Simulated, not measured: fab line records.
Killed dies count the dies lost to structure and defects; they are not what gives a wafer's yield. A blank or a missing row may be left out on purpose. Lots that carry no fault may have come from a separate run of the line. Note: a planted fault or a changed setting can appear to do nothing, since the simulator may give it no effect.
fab line records    flow n5_finfet
record: lots: 10  wafers: 29  last_day: 15
route steps=1938 shown MIM_TOP_ETCH@1851 MIM_BOT_ETCH@1866 PASSIVATION@1936
lots that met no fault: taken from a fault-free run of the same line
start_h: hours from the record's first day to the start of the lot's first wafer shown    wait_h: time in hours since the lot's previous step    " as in the row above    L1.1+2: one row covering several wafers at once    - value missing, or start not given    * or withheld: withheld    < > ~ a bound
route shown NAME@n: a module of which the file shows steps, and the number in the route of the first    usual: average and standard deviation across the fault-free wafers    same: alike in all rows    chamber/n: place in a boat    sites: readings site by site    _std_site: standard deviation of those values    _edge_site: the outer-site mean with the inner-site mean subtracted    radius_mm: for every site, how far away it sits from the centre of the wafer    mask NAME#n: copy n    behind: tool/chamber where the wafer was last shaped    hold: reason for holding the lot/hours on hold/outcome of the hold    device: whichever transistor did not switch (one of n, p or np)    end of line: at the end of the route, the tests of the same wafers    where a step has no rows: the recipe by itself    killed: the dies lost at the first sort to structure and to defects; this is not the yield of the wafer    map: a wafer's dies, x killed, . not, _ none there
set.NAME: the run value of the setting; set.NAME@STEP: its run value at that earlier step    model.NAME: the simulator's own value behind a step, which no gauge read
a sample of lots followed through the steps of the route, with each step as a table and each wafer as a row
services: a tool's chamber out of use, with start hour (start_h, from the record's first day; less than 0 if before it), hours out, and reason
== steps ==
step: N5_MIM_TOP_ETCH_ETCH_00
recipe: chemistry: Cl2/BCl3  target: TiN  target_depth_a: 385  ion_energy_ev: 150  pressure_mtorr: 10  icp_w: 1000  bias_w: 126  Cl2_flow_sccm: 53.25  bcl3_flow_sccm: 21.75  Ar_flow_sccm: 25
usual: drypump_motor_current_A: 5.6/0.41  oes_product_au: 0.76/0.044  rf_fwd_power_W: 996/3.5  throttle_valve_pct: 22.67/0.14
lot.wafer  tool          chamber  start_h  wait_h  drypump_motor_current_A  oes_product_au  rf_fwd_power_W  rf_hours_counter_h  throttle_valve_pct
L761.3     rie_metal-02  0        248.00   0.1     6.2                      0.75            992             -                   22.88
L761.4     "             1        "        "       5.1                      0.73            995             -                   22.56
L761.5     "             0        "        "       6.2                      0.75            996             -                   22.88
L762.2     rie_metal-02  1        258.85   0.1     5.1                      0.73            994             54                  22.55
L762.4     "             0        "        "       6.2                      0.74            995             -                   22.91
L762.6     "             0        "        "       6.2                      0.75            994             -                   22.89
L763.2     rie_metal-03  1        273.97   0.1     5.7                      0.76            990             46                  22.74
L763.5     "             0        "        "       5.2                      0.79            994             -                   22.68
L763.6     "             1        "        "       5.7                      0.74            992             -                   22.74
L767.1     rie_metal-01  1        282.39   0.1     5.2                      0.85            995             13                  22.56
L767.3     "             1        "        "       5.2                      0.86            994             -                   22.55
L767.5     "             0        "        "       5.9                      0.74            1001            -                   22.51
L766.4     rie_metal-03  1        283.59   0.1     5.7                      0.75            995             -                   22.77
L766.5     "             0        "        "       5.2                      0.79            1000            -                   22.71
L768.2     rie_metal-01  1        304.45   0.1     5.1                      0.85            998             15                  22.55
L768.4     "             1        "        "       5.2                      0.84            996             -                   22.55
L768.6     "             0        "        "       5.9                      0.75            997             -                   22.47
L771.2     rie_metal-01  0        310.38   0.1     5.9                      0.76            1000            50                  22.48
L771.3     "             1        "        "       5.2                      0.84            993             -                   22.56
L771.6     "             1        "        "       5.2                      0.84            997             -                   22.55
L773.1     rie_metal-02  0        317.29   0.1     6.2                      0.73            993             76                  22.92
L773.2     "             1        "        "       5.1                      0.71            994             60                  22.55
L773.5     "             1        "        "       5.1                      0.71            996             -                   22.56
L775.1     rie_metal-02  0        344.51   0.1     6.2                      0.72            995             79                  22.91
L775.3     "             1        "        "       5.1                      0.71            998             -                   22.57
L775.6     "             0        "        "       6.2                      0.73            998             -                   22.91
L777.2     rie_metal-02  1        356.54   0.1     5.2                      0.70            998             64                  22.56
L777.5     "             1        "        "       5.1                      0.70            996             -                   22.58
L777.6     "             0        "        "       6.2                      0.72            995             -                   22.92
step: N5_MIM_TOP_ETCH_PECVD_03
recipe: material: SiNx  target_thk_a: 200  temp_c: 400  precursor: SiH4/NH3/N2  pressure_torr: 1.5  rf_w: 300  time_s: 17.6
usual: heater_power_outer_w: 480/62  heater_power_w: 783/81  showerhead_plenum_p_Torr: 5.133/0.026  susceptor_temp_C: 400.01/0.21  throttle_valve_pct: 41.1/2.7
lot.wafer  tool      chamber  start_h  wait_h  heater_power_outer_w  heater_power_w  showerhead_plenum_p_Torr  susceptor_temp_C  throttle_valve_pct
L761.3     pecvd-03  0        248.17   -       433                   714             5.133                     399.81            40.1
L761.4     "         1        "        "       418                   688             5.052                     399.97            44.9
L761.5     "         0        "        "       421                   725             5.138                     400.06            39.9
L762.2     pecvd-01  2        259.05   -       552                   823             5.127                     400.25            40.1
L762.4     "         0        "        "       530                   836             5.103                     400.04            39.0
L762.6     "         2        "        "       556                   823             5.116                     399.87            40.3
L763.2     pecvd-03  0        274.17   -       407                   692             5.129                     400.04            40.1
L763.5     "         1        "        "       413                   661             5.069                     400.08            44.7
L763.6     "         2        "        "       394                   666             5.160                     399.72            38.2
L767.1     pecvd-03  2        282.65   -       379                   623             5.194                     400.31            37.9
L767.3     "         0        "        "       370                   624             5.126                     400.14            40.3
L767.5     "         0        "        "       368                   619             5.136                     399.99            40.3
L766.4     pecvd-02  1        283.77   -       496                   851             5.100                     400.01            40.7
L766.5     "         2        "        "       547                   862             5.149                     400.04            41.6
L768.2     pecvd-01  2        304.66   -       526                   808             5.117                     399.64            40.6
L768.4     "         1        "        "       441                   746             5.139                     400.12            37.1
L768.6     "         2        "        "       537                   818             5.119                     399.87            40.3
L771.2     pecvd-02  2        310.59   -       599                   920             5.145                     400.09            41.8
L771.3     "         0        "        "       458                   780             5.147                     400.06            45.8
L771.6     "         0        "        "       434                   797             5.144                     400.31            45.7
L773.1     pecvd-02  1        317.49   -       524                   861             5.125                     399.91            41.0
L773.2     "         0        "        "       461                   803             5.156                     399.99            45.7
L773.5     "         2        "        "       556                   858             5.149                     400.11            41.5
L775.1     pecvd-02  1        344.78   -       506                   853             5.113                     400.45            40.7
L775.3     "         2        "        "       561                   851             5.161                     399.72            41.9
L775.6     "         1        "        "       502                   855             5.113                     400.08            40.9
L777.2     pecvd-01  2        356.75   -       565                   845             5.129                     399.71            40.7
L777.5     "         2        "        "       594                   861             5.114                     399.77            40.8
L777.6     "         1        "        "       450                   790             5.158                     399.67            37.0
step: N5_MIM_BOT_ETCH_ETCH_04
recipe: chemistry: CF4/O2  target: SiNx  target_depth_a: 260  time_s: 13  ion_energy_ev: 100  pressure_mtorr: 40  source_w: 535  bias_w: 49  Ar_flow_sccm: 100  cf4_flow_sccm: 100  O2_flow_sccm: 10
usual: drypump_motor_current_A: 5.3/0.58  oes_f_703_au: 0.82/0.084  oes_product_au: 0.83/0.088  rf_fwd_power_W: 531.7/1.8  rf_vpp_V: 242/8.1  showerhead_plenum_p_Torr: 2.18/0.064  throttle_valve_pct: 15.85/0.23
lot.wafer  tool         chamber  start_h  wait_h  drypump_motor_current_A  oes_f_703_au  oes_product_au  rf_fwd_power_W  rf_hours_counter_h  rf_vpp_V  showerhead_plenum_p_Torr  throttle_valve_pct
L761.3     rie_diel-01  1        248.68   0.0     4.7                      0.72          0.71            531.0           226                 232       2.26                      16.16
L761.4     "            3        "        "       4.9                      0.92          0.93            531.0           16                  244       2.15                      15.48
L761.5     "            0        "        "       4.9                      0.83          0.88            531.5           -                   254       2.17                      15.92
L762.2     rie_diel-04  1        259.58   0.0     5.3                      0.86          0.87            531.6           30                  251       2.32                      15.64
L762.4     "            0        "        "       5.5                      0.94          0.95            533.2           17                  244       2.17                      16.03
L762.6     "            0        "        "       5.4                      0.94          0.94            534.8           -                   246       2.17                      16.02
L763.2     rie_diel-01  0        274.81   0.0     4.9                      0.82          0.86            529.4           47                  253       2.17                      15.91
L763.5     "            1        "        "       4.7                      0.72          0.70            529.1           -                   234       2.26                      16.18
L763.6     "            0        "        "       4.9                      0.82          0.86            532.4           -                   251       2.17                      15.93
L767.1     rie_diel-01  2        283.39   0.0     6.3                      0.87          0.89            531.6           20                  235       2.14                      15.71
L767.3     "            0        "        "       4.9                      0.82          0.86            528.8           50                  252       2.17                      15.91
L767.5     "            3        "        "       4.9                      0.89          0.91            531.2           -                   241       2.15                      15.50
L766.4     rie_diel-04  2        284.83   0.0     5.3                      0.69          0.68            532.4           235                 235       2.10                      15.88
L766.5     "            0        "        "       5.5                      0.91          0.92            529.6           -                   245       2.16                      16.04
L768.2     rie_diel-04  2        305.36   0.0     5.3                      0.68          0.68            533.3           245                 235       2.09                      15.91
L768.4     "            2        "        "       5.3                      0.68          0.67            532.5           -                   233       2.09                      15.92
L768.6     "            1        "        "       5.3                      0.83          0.83            534.8           -                   249       2.31                      15.68
L771.2     rie_diel-04  0        311.23   0.0     5.4                      0.89          0.89            530.4           39                  243       2.16                      16.05
L771.3     "            1        "        "       5.3                      0.84          0.83            531.6           53                  250       2.31                      15.69
L771.6     "            2        "        "       5.3                      0.68          0.67            532.4           -                   234       2.09                      15.90
L773.1     rie_diel-01  0        318.11   0.0     4.9                      1.02          0.94            659.7           63                  227       2.17                      15.96
L773.2     "            3        "        "       4.8                      1.10          0.99            658.4           40                  218       2.14                      15.57
L773.5     "            2        "        "       6.3                      1.07          0.96            657.7           -                   210       2.14                      15.77
L775.1     rie_diel-01  1        345.28   0.0     4.7                      1.27          1.12            663.2           4                   208       2.25                      15.73
L775.3     "            3        "        "       4.9                      1.09          0.97            660.1           51                  218       2.14                      15.59
L775.6     "            1        "        "       4.7                      1.26          1.12            663.3           -                   208       2.25                      15.74
L777.2     rie_diel-01  2        357.46   0.0     6.3                      1.05          0.93            660.7           49                  210       2.13                      15.79
L777.5     "            3        "        "       4.9                      1.08          0.96            660.7           -                   216       2.14                      15.60
L777.6     "            2        "        "       6.3                      1.05          0.94            660.6           -                   209       2.13                      15.80
step: N5_MIM_BOT_ETCH_STRIP_01
recipe: chemistry: O2  power_w: 600  temp_c: 60  pressure_mtorr: 30  rf_frequency_hz: 6e+07  bias_power_w: 0  overash_fraction: 0.5  o2_flow_sccm: 225
usual: drypump_motor_current_A: 5.3/0.51  oes_product_au: 0.82/0.092  rf_vpp_V: 3.7/1.3  showerhead_plenum_p_Torr: 2.08/0.087  throttle_valve_pct: 16.56/0.21
lot.wafer  tool         chamber  start_h  wait_h  drypump_motor_current_A  oes_product_au  rf_hours_counter_h  rf_vpp_V  showerhead_plenum_p_Torr  throttle_valve_pct
L761.3     rie_diel-04  0        249.00   0.1     5.4                      0.95            14                  2.9       2.03                      16.56
L761.4     "            1        "        "       5.3                      0.88            27                  2.7       2.25                      16.51
L761.5     "            2        "        "       5.3                      0.69            -                   2.8       2.02                      16.75
L762.2     rie_diel-05  3        259.96   0.2     4.9                      0.71            215                 3.5       2.00                      16.92
L762.4     "            2        "        "       5.2                      0.81            -                   3.3       2.13                      16.39
L762.6     "            3        "        "       4.9                      0.71            -                   3.2       2.00                      16.90
L763.2     rie_diel-04  1        275.13   0.1     5.4                      0.88            36                  5.6       2.24                      16.48
L763.5     "            0        "        "       5.4                      0.92            -                   3.3       2.02                      16.53
L763.6     "            3        "        "       4.9                      0.67            -                   2.4       2.14                      16.95
L767.1     rie_diel-01  2        283.71   0.1     6.3                      0.94            20                  5.2       2.03                      16.38
L767.3     "            1        "        "       4.7                      0.69            238                 3.2       2.14                      16.83
L767.5     "            2        "        "       6.3                      0.93            -                   6.0       2.03                      16.40
L766.4     rie_diel-04  3        285.36   0.3     4.8                      0.65            243                 6.1       2.14                      16.97
L766.5     "            1        "        "       5.3                      0.87            -                   4.9       2.24                      16.55
L768.2     rie_diel-01  3        305.78   0.2     4.8                      0.89            35                  3.7       2.06                      16.35
L768.4     "            2        "        "       6.3                      0.91            29                  7.8       2.03                      16.39
L768.6     "            3        "        "       4.8                      0.91            -                   2.6       2.06                      16.40
L771.2     rie_diel-01  3        311.55   0.1     4.8                      0.89            37                  3.2       2.06                      16.36
L771.3     "            1        "        "       4.7                      0.69            248                 2.6       2.14                      16.85
L771.6     "            1        "        "       4.7                      0.69            -                   0.7       2.14                      16.88
L773.1     rie_diel-01  0        318.43   0.1     4.9                      0.84            63                  1.6       2.04                      16.53
L773.2     "            3        "        "       4.8                      0.88            40                  2.8       2.06                      16.35
L773.5     "            0        "        "       4.9                      0.84            -                   4.4       2.03                      16.56
L775.1     rie_diel-01  2        345.81   0.2     6.3                      0.88            46                  3.4       2.03                      16.45
L775.3     "            1        "        "       4.7                      1.00            4                   4.5       2.14                      16.42
L775.6     "            0        "        "       4.9                      0.85            -                   3.0       2.03                      16.52
L777.2     rie_diel-05  1        357.78   0.1     6.4                      0.70            223                 3.9       1.98                      16.78
L777.5     "            0        "        "       5.9                      0.82            -                   4.8       2.02                      16.28
L777.6     "            3        "        "       4.9                      0.70            -                   4.4       1.99                      16.96
step: N5_PASSIVATION_PROBE_49
usual: defect_limited_yield: 91.1/1.5  killed_at_M0_to_M3: 35/11  killed_at_M4_up: 13/5.7  killed_at_contacts: 12/5.7  killed_at_front_end: 40/11  killed_at_other: 4/4.4  killed_dies: 105/18  killed_open: 68/14  killed_short: 34/7.4  sort_bin_5_function: 5.2/1  sort_bin_6_memory: 3.3/0.67  sort_bin_8_speed: 0.04/0.29  sort_n_pass: 1074/18  sort_yield_pct: 91.0/1.5
same: gross_dies: 1180  killed_at_back_side: 0  sort_bin_4_leakage[%]: 0
lot.wafer  tool       chamber  start_h  wait_h  defect_limited_yield[%]  killed_at_M0_to_M3  killed_at_M4_up  killed_at_contacts  killed_at_front_end  killed_at_other  killed_dies  killed_open  killed_short  sort_bin_5_function[%]  sort_bin_6_memory[%]  sort_bin_8_speed[%]  sort_n_pass  sort_yield_pct[%]
L762.2     prober-01  -        268.49   0.1     91.3                     26                  16               5                   42                   14               103          66           36            6.0                     2.4                   0                    1077         91.3
L762.4     prober-01  -        268.59   0.2     89.0                     31                  28               2                   56                   13               130          94           36            6.9                     3.9                   0                    1050         89.0
L762.6     prober-01  -        268.69   0.3     90.3                     31                  26               11                  35                   12               115          87           26            6.0                     3.6                   0                    1065         90.3
L763.2     prober-01  -        282.71   0.1     90.8                     50                  10               8                   36                   4                108          66           40            5.0                     3.6                   0.08                 1071         90.8
L763.5     prober-01  -        282.86   0.2     92.8                     32                  5                8                   30                   10               85           54           23            4.5                     2.5                   0                    1095         92.8
L763.6     prober-01  -        282.91   0.3     91.4                     47                  10               13                  32                   0                102          69           32            5.1                     3.1                   0                    1078         91.4
L766.4     prober-02  -        296.20   0.2     90.2                     39                  17               17                  43                   0                116          88           28            5.6                     3.8                   0                    1064         90.2
L766.5     prober-02  -        296.25   0.2     91.4                     41                  15               6                   32                   8                102          64           28            5.5                     3.1                   0                    1078         91.4
L773.1     prober-01  -        327.48   0.0     88.4                     49                  11               24                  49                   4                137          87           38            6.4                     4.2                   0                    1043         88.4
L773.2     prober-01  -        327.53   0.1     90.1                     43                  11               12                  50                   1                117          76           41            6.7                     2.9                   0                    1063         90.1
L773.5     prober-01  -        327.68   0.2     92.5                     31                  15               12                  29                   1                88           65           14            4.4                     2.9                   0                    1092         92.5
killed by level:class
L762.2 STI_FIN_REVEAL:geometric_particle:open=17 BEOL_M1:geometric_particle:open=10 BEOL_M4:geometric_particle:open=8 PAD_METAL:geometric_particle:short=8 BEOL_M0_SAQP:geometric_particle:short=6 FIN_SAQP:geometric_particle:open=5 PAD_METAL:geometric_particle:open=5 STARTING-WAFER:geometric_particle:short=5
L762.4 BEOL_M4:geometric_particle:open=17 FIN_SAQP:geometric_particle:open=14 STI_FIN_REVEAL:geometric_particle:open=9 BEOL_M0_SAQP:geometric_particle:open=9 BEOL_M0_SAQP:geometric_particle:short=8 STARTING-WAFER:geometric_particle:short=6 FIN_SAQP:geometric_particle:short=5 DUMMY_GATE:geometric_particle:open=5
L762.6 BEOL_M4:geometric_particle:open=15 BEOL_M1:geometric_particle:open=12 FIN_SAQP:geometric_particle:open=10 FIN_SAQP:geometric_particle:short=9 MOL_CONTACT_COAG:geometric_particle:open=8 STI_FIN_REVEAL:geometric_particle:open=7 BEOL_M0:geometric_particle:open=5 BEOL_M2:geometric_particle:open=4
L763.2 BEOL_M0_SAQP:geometric_particle:short=14 BEOL_M0_SAQP:geometric_particle:open=9 BEOL_M2:geometric_particle:open=9 STI_FIN_REVEAL:geometric_particle:open=7 FIN_SAQP:geometric_particle:open=6 MOL_CONTACT_COAG:geometric_particle:open=5 BEOL_M3:geometric_particle:open=5 FIN_SAQP:geometric_particle:short=4
L763.5 STI_FIN_REVEAL:geometric_particle:open=14 BEOL_M0_SAQP:geometric_particle:short=9 BEOL_M3:geometric_particle:open=7 MIM_TOP_ETCH:area_etch=7 MOL_CONTACT_COAG:geometric_particle:open=6 BEOL_M0_SAQP:geometric_particle:open=5 FIN_SAQP:geometric_particle:open=3 DUMMY_GATE:geometric_particle:open=3
L763.6 BEOL_M2:geometric_particle:open=15 FIN_SAQP:geometric_particle:short=14 BEOL_M3:geometric_particle:open=14 MOL_CONTACT_COAG:geometric_particle:open=13 BEOL_M0_SAQP:geometric_particle:short=9 STI_FIN_REVEAL:geometric_particle:open=7 BEOL_M0_SAQP:geometric_particle:open=3 BEOL_M6:geometric_particle:open=3
L766.4 MOL_CONTACT_COAG:geometric_particle:open=17 BEOL_M0_SAQP:geometric_particle:open=10 BEOL_M3:geometric_particle:open=10 FIN_SAQP:geometric_particle:open=9 BEOL_M4:geometric_particle:open=9 STI_FIN_REVEAL:geometric_particle:open=8 BEOL_M0:geometric_particle:open=7 GATE_CUT:geometric_particle:short=6
L766.5 BEOL_M3:geometric_particle:open=9 BEOL_M0_SAQP:geometric_particle:open=8 MIM_TOP_ETCH:area_etch=8 STI_FIN_REVEAL:geometric_particle:open=7 FIN_SAQP:geometric_particle:open=6 BEOL_M2:geometric_particle:open=6 STARTING-WAFER:geometric_particle:open=6 MOL_CONTACT_COAG:geometric_particle:open=5
L773.1 MOL_CONTACT_COAG:geometric_particle:open=21 BEOL_M0_SAQP:geometric_particle:open=19 BEOL_M0_SAQP:geometric_particle:short=13 FIN_SAQP:geometric_particle:open=11 FIN_SAQP:geometric_particle:short=9 HKMG_FIN:area_etch=8 STI_FIN_REVEAL:geometric_particle:open=7 BEOL_M3:geometric_particle:open=7
L773.2 FIN_SAQP:geometric_particle:open=12 BEOL_M1:geometric_particle:open=11 FIN_SAQP:geometric_particle:short=10 MOL_CONTACT_COAG:geometric_particle:open=10 BEOL_M0_SAQP:geometric_particle:open=8 BEOL_M0_SAQP:geometric_particle:short=8 BEOL_M4:geometric_particle:open=7 STI_FIN_REVEAL:geometric_particle:open=6
L773.5 BEOL_M1:geometric_particle:open=11 MOL_CONTACT_COAG:geometric_particle:open=10 FIN_SAQP:geometric_particle:open=8 BEOL_M0_SAQP:geometric_particle:open=7 BEOL_M3:geometric_particle:open=6 BEOL_M4:geometric_particle:open=6 FIN_CUT:area_etch=6 GATE_CUT:geometric_particle:short=4
== services ==
tool          chamber  start_h  hours  kind
pecvd-03      0        225.35   14.4   repair
pecvd-03      1        237.13   6.8    repair
rie_diel-04   -        240.99   2.6    repair
rie_metal-01  -        242.11   2.8    pm
rie_metal-03  -        244.88   15.6   pm
pecvd-01      0        245.86   8.9    repair
rie_diel-05   1        254.24   8.0    repair
rie_metal-02  -        268.80   1.4    pm
rie_diel-01   0        269.87   1.4    repair
rie_metal-03  -        275.15   2.8    pm
rie_diel-05   -        282.41   10.9   repair
rie_diel-04   3        299.41   -      clean
rie_diel-04   3        299.41   -      consumable_replace:focus_ring
rie_diel-05   2        299.44   23.6   repair
rie_diel-01   1        317.11   -      clean
rie_diel-01   1        317.11   -      consumable_replace:focus_ring
rie_diel-01   1        317.11   17.8   scheduled_down
rie_diel-01   1        317.11   17.8   vent_cycle
rie_diel-05   1        319.97   6.9    repair
rie_diel-04   2        320.59   4.6    repair
pecvd-02      -        322.09   5.5    pm
pecvd-02      -        333.66   1.2    repair
rie_metal-01  0        341.88   13.9   repair
rie_diel-01   1        350.04   2.2    repair
== key ==
first_sign: step: N5_MIM_BOT_ETCH_ETCH_04  reading: rf_fwd_power_W  direction: up  sigmas: 71  usual: *  struck: *
effect: step: N5_MIM_BOT_ETCH_ETCH_04  reading: oes_f_703_au  direction: up  sigmas: 3.5  usual: 0.82  struck: 1.11
met_at N5_MIM_BOT_ETCH_ETCH_04
struck_lots L773,L775,L777
not_acting_at N5_MIM_TOP_ETCH_ETCH_00,N5_MIM_TOP_ETCH_PECVD_03,N5_MIM_BOT_ETCH_STRIP_01
onset_between 283.39 318.11
fault: kind: process_parameter_drift  tool: rie_diel-01  chamber: -  onset_h: 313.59  steps: N5_MIM_BOT_ETCH_ETCH_04  channel: source_w  offset: 128.4  shape: step  end_h: 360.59  acts_in: these_recipes_only  stated: 535
